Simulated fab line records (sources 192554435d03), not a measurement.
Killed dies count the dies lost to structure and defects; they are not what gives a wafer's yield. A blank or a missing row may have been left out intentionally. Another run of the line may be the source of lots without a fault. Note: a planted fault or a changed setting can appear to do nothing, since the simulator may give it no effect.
fab line records	flow n5_finfet
record: lots: 9	wafers: 25	last_day: 17
route steps=1938 shown BEOL_M4@1059
lots with no fault: from the same line, run without faults
start_h: start of the lot's first displayed wafer, in hours after the record's first day	wait_h: how many hours have passed since the lot's step before this one	" repeats the value in the row above	L1.1+2: one row covering several wafers at once	- no value present, or no start provided	* or withheld: withheld	< > ~ a bound
route shown NAME@n: a module of which the file shows steps, and the number in the route of the first	usual: mean and standard deviation over wafers with no fault	same: alike in all rows	chamber/n: place in a boat	sites: each site's reading	_std_site: the standard deviation of these	_edge_site: mean of outer sites minus mean of inner sites	radius_mm: for every site, how far away it sits from the centre of the wafer	mask NAME#n: copy n	behind: tool/chamber where the wafer was last shaped	hold: the reason the lot was held/the length of the hold in hours/how it ended	device: transistor that didn't switch, given as n, p or np	end of line: the same wafers' tests at the end of the route	a step with no rows: only its recipe	killed: at the first sort, the dies lost to defects and structure; wafer yield is something else	map: a wafer's dies, x killed, . not, _ none there
set.NAME: the setting that was run; set.NAME@STEP: the one run at that earlier step	model.NAME: the simulator's own value behind a step, which no gauge read
steps of the route over a sample of lots; a table a step, a row a wafer
services: from which hour (start_h, from the record's first day; less than 0 if before it) a tool's chamber was out of use, for how many hours, and why
== steps ==
step: N5_BEOL_M4_DESCUM_33
recipe: chemistry: O2	time_s: 7	source_power_w: 50	bias_power_w: 20	pressure_mtorr: 20	rf_frequency_hz: 2.712e+07	temp_c: 40	resist: CAR-EUV	o2_flow_sccm: 225
usual: drypump_motor_current_A: 5.64/0.3	oes_product_au: 0.75/0.082	rf_vpp_V: 243.3/1.3	showerhead_plenum_p_Torr: 2.10/0.076	throttle_valve_pct: 20.48/0.26
same: time_s: 7
lot.wafer	tool	chamber	start_h	wait_h	drypump_motor_current_A	oes_product_au	rf_hours_counter_h	rf_vpp_V	showerhead_plenum_p_Torr	throttle_valve_pct
L581.2	rie_diel-02	0	165.57	0.0	5.58	0.69	212	244.4	2.09	20.42
L581.3	"	2	"	"	5.39	0.73	220	242.3	2.05	20.24
L581.5	"	0	"	"	5.56	0.70	-	243.5	2.09	20.41
L582.2	rie_diel-03	2	173.61	0.0	6.13	0.70	219	243.0	2.06	20.24
L582.3	"	3	"	"	5.90	0.87	50	247.0	2.24	20.45
L582.4	"	0	"	"	5.56	0.78	147	243.1	1.99	20.35
L588.1	rie_diel-06	3	212.44	0.0	5.25	0.74	179	241.5	2.00	20.23
L588.3	"	2	"	"	6.27	0.96	6	245.6	2.22	20.15
L588.6	"	1	"	"	5.42	0.72	-	244.5	2.08	20.85
L597.3	rie_diel-06	3	252.20	0.4	5.22	0.73	193	240.9	1.99	20.23
L597.4	"	2	"	"	6.25	0.91	20	245.5	2.22	20.15
L599.1	rie_diel-03	0	261.05	0.0	5.51	0.75	179	242.6	1.98	20.38
L599.5	"	0	"	"	5.52	0.75	-	242.2	1.98	20.40
L600.1	rie_diel-02	1	273.57	0.0	5.85	0.70	243	243.7	2.15	20.71
L600.2	"	3	"	"	5.56	0.71	244	241.9	2.06	20.95
L600.5	"	0	"	"	5.57	0.67	-	242.5	2.07	20.46
L601.1	rie_diel-02	2	283.55	0.0	5.38	0.99	7	242.3	2.04	19.90
L601.2	"	1	"	"	5.84	0.69	247	244.3	2.15	20.70
L601.4	"	3	"	"	5.57	0.70	-	242.3	2.06	20.95
L602.1	rie_diel-06	0	285.46	0.0	5.84	0.71	215	244.2	2.15	20.59
L602.3	"	3	"	"	5.26	0.72	205	241.3	1.99	20.26
L602.6	"	1	"	"	5.45	0.70	-	242.7	2.07	20.90
L604.1	rie_diel-06	0	297.53	0.1	5.81	0.70	220	244.9	2.15	20.62
L604.4	"	1	"	"	5.42	0.70	248	242.4	2.07	20.89
L604.6	"	0	"	"	5.82	0.70	-	244.3	2.15	20.61
step: N5_BEOL_M4_ETCH_77
recipe: chemistry: N2/H2	target: underlayer	target_depth_a: 65	mask_material: CAR-EUV	time_s: 5.2	ion_energy_ev: 200	pressure_mtorr: 30	source_w: 840	bias_w: 150	n2_flow_sccm: 200	h2_flow_sccm: 200	ends: cleared
usual: drypump_motor_current_A: 5.64/0.3	etch_rf_on_time_s: 5.18/0.13	oes_product_au: 0.64/0.069	rf_vpp_V: 524.2/2.9	showerhead_plenum_p_Torr: 2.55/0.088	throttle_valve_pct: 17.96/0.25
lot.wafer	tool	chamber	start_h	wait_h	drypump_motor_current_A	etch_rf_on_time_s	oes_product_au	rf_hours_counter_h	rf_vpp_V	showerhead_plenum_p_Torr	throttle_valve_pct
L581.2	rie_diel-02	0	165.61	0.0	5.61	5.50	0.58	212	524.3	2.51	17.70
L581.3	"	2	"	"	5.39	5.05	0.62	220	522.2	2.52	17.84
L581.5	"	0	"	"	5.59	5.48	0.58	-	524.8	2.51	17.70
L582.2	rie_diel-03	2	173.64	0.0	6.10	5.30	0.60	219	522.4	2.51	17.83
L582.3	"	3	"	"	5.92	5.26	0.73	50	530.5	2.69	17.77
L582.4	"	0	"	"	5.54	5.18	0.66	147	522.4	2.46	18.13
L588.1	rie_diel-06	3	212.47	0.0	5.21	5.16	0.61	179	520.7	2.42	17.65
L588.3	"	2	"	"	6.26	5.02	0.82	6	528.1	2.72	17.57
L588.6	"	1	"	"	5.44	5.23	0.62	-	520.4	2.52	18.25
L597.3	rie_diel-06	3	252.23	0.0	5.27	5.20	0.60	193	519.3	2.42	17.71
L597.4	"	2	"	"	6.27	5.12	0.78	20	528.1	2.71	17.60
L599.1	rie_diel-03	0	261.09	0.0	5.57	5.11	0.64	179	520.7	2.44	18.17
L599.5	"	0	"	"	5.58	5.09	0.64	-	520.1	2.44	18.14
L600.1	rie_diel-02	1	273.60	0.0	5.85	5.24	0.60	243	526.4	2.61	18.22
L600.2	"	3	"	"	5.56	5.12	0.60	244	521.9	2.50	18.35
L600.5	"	0	"	"	5.61	5.50	0.56	-	522.7	2.49	17.75
L601.1	rie_diel-02	2	283.58	0.0	5.40	4.99	0.85	7	523.3	2.50	17.42
L601.2	"	1	"	"	5.85	5.24	0.60	247	527.5	2.61	18.22
L601.4	"	3	"	"	5.58	5.12	0.60	-	522.0	2.49	18.35
L602.1	rie_diel-06	0	285.49	0.0	5.82	5.08	0.61	215	525.3	2.63	18.08
L602.3	"	3	"	"	5.23	5.24	0.61	205	520.4	2.41	17.70
L602.6	"	1	"	"	5.39	5.29	0.59	-	523.1	2.51	18.30
L604.1	rie_diel-06	0	297.57	0.0	5.80	5.11	0.60	220	526.8	2.63	18.11
L604.4	"	1	"	"	5.43	5.32	0.59	248	520.3	2.51	18.30
L604.6	"	0	"	"	5.81	5.13	0.60	-	526.0	2.63	18.13
step: N5_BEOL_M4_ETCH_70
recipe: chemistry: N2/H2	target: SOC	target_depth_a: 800	overetch_a: 240	mask_material: SiARC	temp_c: 40	time_s: 130	ion_energy_ev: 200	pressure_mtorr: 30	source_w: 840	bias_w: 150	n2_flow_sccm: 200	h2_flow_sccm: 200
usual: drypump_motor_current_A: 5.65/0.29	oes_product_au: 0.54/0.045	rf_vpp_V: 524.1/2.6	showerhead_plenum_p_Torr: 2.55/0.087	temp_c: 40.00/0.11	throttle_valve_pct: 17.94/0.23
same: time_s: 130
lot.wafer	tool	chamber	start_h	wait_h	drypump_motor_current_A	oes_product_au	rf_hours_counter_h	rf_vpp_V	showerhead_plenum_p_Torr	temp_c	throttle_valve_pct
L581.2	rie_diel-02	1	170.46	0.0	5.88	0.53	210	527.0	2.62	39.92	18.13
L581.3	"	0	"	"	5.57	0.52	213	523.3	2.51	39.96	17.66
L581.5	"	1	"	"	5.91	0.54	-	526.0	2.62	39.99	18.13
L582.2	rie_diel-02	0	179.04	0.0	5.56	0.52	217	522.3	2.51	40.04	17.68
L582.3	"	2	"	"	5.42	0.53	225	522.6	2.52	40.15	17.80
L582.4	"	3	"	"	5.56	0.54	210	521.8	2.51	39.87	18.24
L588.1	rie_diel-02	3	214.84	0.0	5.55	0.54	220	521.3	2.50	39.99	18.24
L588.3	"	0	"	"	5.57	0.51	228	522.4	2.50	40.08	17.70
L588.6	"	1	"	"	5.88	0.52	-	526.0	2.62	39.91	18.15
L597.3	rie_diel-02	1	255.36	0.1	5.88	0.52	-	526.2	2.61	39.90	18.17
L597.4	"	3	"	"	5.57	0.52	-	523.3	2.50	40.45	18.27
L599.1	rie_diel-02	0	277.80	0.0	5.59	0.50	250	523.7	2.49	39.81	17.73
L599.5	"	1	"	"	5.87	0.52	-	526.2	2.61	40.17	18.19
L600.1	rie_diel-06	3	278.07	0.0	5.22	0.52	202	520.5	2.41	39.99	17.65
L600.2	"	0	"	"	5.80	0.52	212	525.9	2.64	40.00	18.05
L600.5	"	2	"	"	6.27	0.65	-	528.0	2.71	40.01	17.58
L601.1	rie_diel-03	1	284.50	0.0	5.30	0.50	231	525.8	2.61	39.90	17.95
L601.2	"	0	"	"	5.60	0.54	189	520.9	2.44	40.18	18.14
L601.4	"	0	"	"	5.59	0.54	-	519.6	2.44	40.23	18.14
L602.1	rie_diel-06	2	287.59	0.0	6.27	0.65	30	529.0	2.71	39.83	17.60
L602.3	"	1	"	"	5.41	0.52	245	521.9	2.51	39.86	18.25
L602.6	"	1	"	"	5.39	0.51	-	522.2	2.51	40.17	18.25
L604.1	rie_diel-06	0	305.67	0.0	5.83	0.52	224	525.8	2.63	40.00	18.06
L604.4	"	0	"	"	5.81	0.52	-	526.8	2.63	39.87	18.05
L604.6	"	3	"	"	5.24	0.52	-	518.8	2.41	39.93	17.69
step: N5_BEOL_M4_TRENCH_ETCH_37
recipe: chemistry: C4F6/O2	target_depth_a: 555.55	target: SiOC	time_s: 29.2	ion_energy_ev: 250	pressure_mtorr: 30	source_w: 355	bias_w: 185	Ar_flow_sccm: 300	C4F6_flow_sccm: 10	O2_flow_sccm: 10
usual: drypump_motor_current_A: 5.65/0.29	oes_f_703_au: 0.74/0.064	oes_product_au: 0.73/0.063	rf_vpp_V: 663/12	showerhead_plenum_p_Torr: 2.85/0.091	throttle_valve_pct: 20.91/0.23
same: time_s: 29.2
lot.wafer	tool	chamber	start_h	wait_h	drypump_motor_current_A	oes_f_703_au	oes_product_au	rf_hours_counter_h	rf_vpp_V	showerhead_plenum_p_Torr	throttle_valve_pct
L581.2	rie_diel-02	1	-	-	5.87	0.73	0.71	210	675	2.92	21.00
L581.3	"	0	"	"	5.63	0.68	0.69	214	665	2.82	20.75
L581.5	"	1	"	"	5.89	0.73	0.71	-	675	2.92	20.99
L582.2	rie_diel-02	0	-	-	5.67	0.68	0.69	217	667	2.81	20.74
L582.3	"	2	"	"	5.37	0.74	0.72	225	667	2.81	20.79
L582.4	"	3	"	"	5.56	0.74	0.73	211	662	2.82	21.33
L588.1	rie_diel-02	3	-	-	5.57	0.73	0.71	220	660	2.81	21.34
L588.3	"	0	"	"	5.62	0.67	0.67	228	667	2.81	20.76
L588.6	"	1	"	"	5.85	0.72	0.71	-	674	2.91	21.01
L597.3	rie_diel-02	1	-	-	5.88	0.71	0.70	-	675	2.90	21.03
L597.4	"	3	"	"	5.56	0.72	0.71	-	659	2.80	21.36
L599.1	rie_diel-02	0	-	-	5.58	0.66	0.66	250	666	2.80	20.79
L599.5	"	1	"	"	5.89	0.70	0.70	-	676	2.90	21.04
L600.1	rie_diel-06	3	-	-	5.26	0.71	0.72	202	654	2.70	20.61
L600.2	"	0	"	"	5.80	0.73	0.72	212	659	2.93	21.04
L600.5	"	2	"	"	6.26	0.90	0.89	-	663	3.03	20.75
L601.1	rie_diel-03	1	-	-	5.32	0.72	0.68	231	640	2.91	20.86
L601.2	"	0	"	"	5.60	0.75	0.74	189	658	2.72	20.92
L601.4	"	0	"	"	5.57	0.74	0.74	-	658	2.71	20.93
L602.1	rie_diel-06	2	-	-	6.26	0.90	0.89	31	663	3.03	20.76
L602.3	"	1	"	"	5.42	0.69	0.70	245	691	2.81	21.27
L602.6	"	1	"	"	5.42	0.69	0.70	-	690	2.81	21.28
L604.1	rie_diel-06	0	-	-	5.81	0.72	0.71	224	657	2.93	21.04
L604.4	"	0	"	"	5.81	0.72	0.71	-	657	2.93	21.05
L604.6	"	3	"	"	5.23	0.70	0.70	-	653	2.69	20.61
step: N5_BEOL_M4_RC_MEAS_101
usual: DIBL_N: 36.5/1.7	DIBL_P: 36.3/2.1	IOFF_N: 0.16/0.036	IOFF_P: 0.21/0.037	ION_N: 676/12	ION_P: 462/7.6	SS_N: 71.5/0.68	SS_P: 73.3/0.63	VT_N: 249/3.5	VT_P: -250/3.5
lot.wafer	tool	chamber	start_h	wait_h	DIBL_N[mV/V]	DIBL_P[mV/V]	IOFF_N[nA/um]	IOFF_P[nA/um]	ION_N[uA/um]	ION_P[uA/um]	SS_N[mV/dec]	SS_P[mV/dec]	VT_N[mV]	VT_P[mV]
L581.2	prober-01	0	176.10	0.2	36.5	36.5	0.18	0.22	682	472	71.6	73.3	248	-248
L581.3	"	0	"	"	37.3	37.2	0.20	0.23	687	463	72.3	73.7	247	-250
L581.5	"	0	"	"	37.0	36.9	0.19	0.22	685	466	72.0	73.5	244	-248
L582.2	prober-02	0	184.13	0.2	37.9	37.5	0.20	0.24	697	470	71.8	73.1	243	-249
L582.3	"	0	"	"	37.5	37.1	0.21	0.24	696	476	71.3	73.3	242	-247
L582.4	"	0	"	"	36.5	36.5	0.18	0.22	685	471	71.8	72.8	245	-247
L588.1	prober-01	0	219.75	0.0	32.8	33.4	0.11	0.17	650	461	70.6	72.6	258	-251
L588.3	"	0	"	"	34.0	34.9	0.12	0.19	660	457	70.8	72.3	252	-252
L588.6	"	0	"	"	37.2	39.0	0.18	0.26	685	469	71.6	73.8	248	-244
L597.3	prober-01	0	259.90	0.3	36.5	37.1	0.16	0.22	674	461	71.1	73.9	252	-251
L597.4	"	0	"	"	33.6	34.0	0.13	0.18	667	460	70.8	73.0	252	-254
L599.1	prober-02	0	282.16	0.0	38.1	39.1	0.23	0.26	689	467	72.1	73.5	245	-246
L599.5	"	0	"	"	36.4	37.8	0.19	0.24	693	473	71.6	74.1	247	-248
L600.1	prober-01	0	284.40	0.2	34.3	33.5	0.11	0.15	657	452	71.1	72.8	255	-257
L600.2	"	0	"	"	34.4	33.2	0.11	0.14	643	441	70.9	72.3	261	-260
L600.5	"	0	"	"	37.6	38.1	0.17	0.21	670	459	71.1	73.7	250	-251
L601.1	prober-02	0	289.05	0.0	37.4	38.3	0.16	0.22	676	461	71.4	74.0	251	-249
L601.2	"	0	"	"	36.9	37.2	0.16	0.21	682	461	70.6	73.2	250	-251
L601.4	"	0	"	"	37.0	37.3	0.16	0.21	667	463	71.3	72.6	250	-248
L602.1	prober-01	0	293.40	0.0	35.0	34.1	0.12	0.17	665	457	71.3	72.2	252	-251
L602.3	"	0	"	"	35.4	34.3	0.12	0.17	669	455	71.1	72.6	252	-255
L602.6	"	0	"	"	38.7	38.4	0.18	0.23	678	464	72.1	74.3	247	-248
L604.1	prober-01	0	310.17	0.0	39.0	37.7	0.19	0.24	679	463	73.4	74.3	246	-247
L604.4	"	0	"	"	36.7	36.5	0.16	0.24	689	480	70.5	73.0	248	-246
L604.6	"	0	"	"	35.6	34.4	0.13	0.19	679	464	71.2	72.9	250	-252
== services ==
tool	chamber	start_h	hours	kind
rie_diel-02	1	146.47	3.9	repair
rie_diel-06	2	165.55	-	clean
rie_diel-06	2	165.55	-	consumable_replace:focus_ring
rie_diel-06	2	165.55	-	consumable_replace:showerhead
rie_diel-06	2	165.55	25.6	scheduled_down
rie_diel-06	2	165.55	25.6	vent_cycle
rie_diel-02	3	185.18	6.4	repair
rie_diel-03	3	225.89	3.9	repair
rie_diel-02	2	241.87	-	clean
rie_diel-02	2	241.87	-	consumable_replace:focus_ring
rie_diel-02	2	241.87	24.2	scheduled_down
rie_diel-02	2	241.87	24.2	vent_cycle
rie_diel-03	2	256.56	-	clean
rie_diel-03	2	256.56	-	consumable_replace:focus_ring
rie_diel-03	2	256.56	32.4	scheduled_down
rie_diel-06	2	279.68	6.7	repair
rie_diel-02	0	290.62	-	clean
rie_diel-02	0	290.62	-	consumable_replace:focus_ring
rie_diel-02	0	290.62	26.0	scheduled_down
rie_diel-02	0	290.62	26.0	vent_cycle
rie_diel-06	1	303.13	-	clean
rie_diel-06	1	303.13	-	consumable_replace:focus_ring
rie_diel-06	1	303.13	17.1	scheduled_down
rie_diel-06	1	303.13	17.1	vent_cycle
== key ==
first_sign: step: N5_BEOL_M4_ETCH_70	reading: temp_c	direction: up	sigmas: 4	usual: *	struck: *
effect none on later readings
met_at N5_BEOL_M4_ETCH_70
struck_lots L597
struck_wafers L597.4
not_acting_at N5_BEOL_M4_DESCUM_33,N5_BEOL_M4_ETCH_77,N5_BEOL_M4_TRENCH_ETCH_37
onset_between 214.84 255.36
fault: kind: process_parameter_drift	tool: rie_diel-02	chamber: 3	onset_h: 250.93	steps: N5_BEOL_M4_ETCH_70	channel: temp_c	offset: *	shape: step	end_h: 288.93	acts_in: *	stated: *
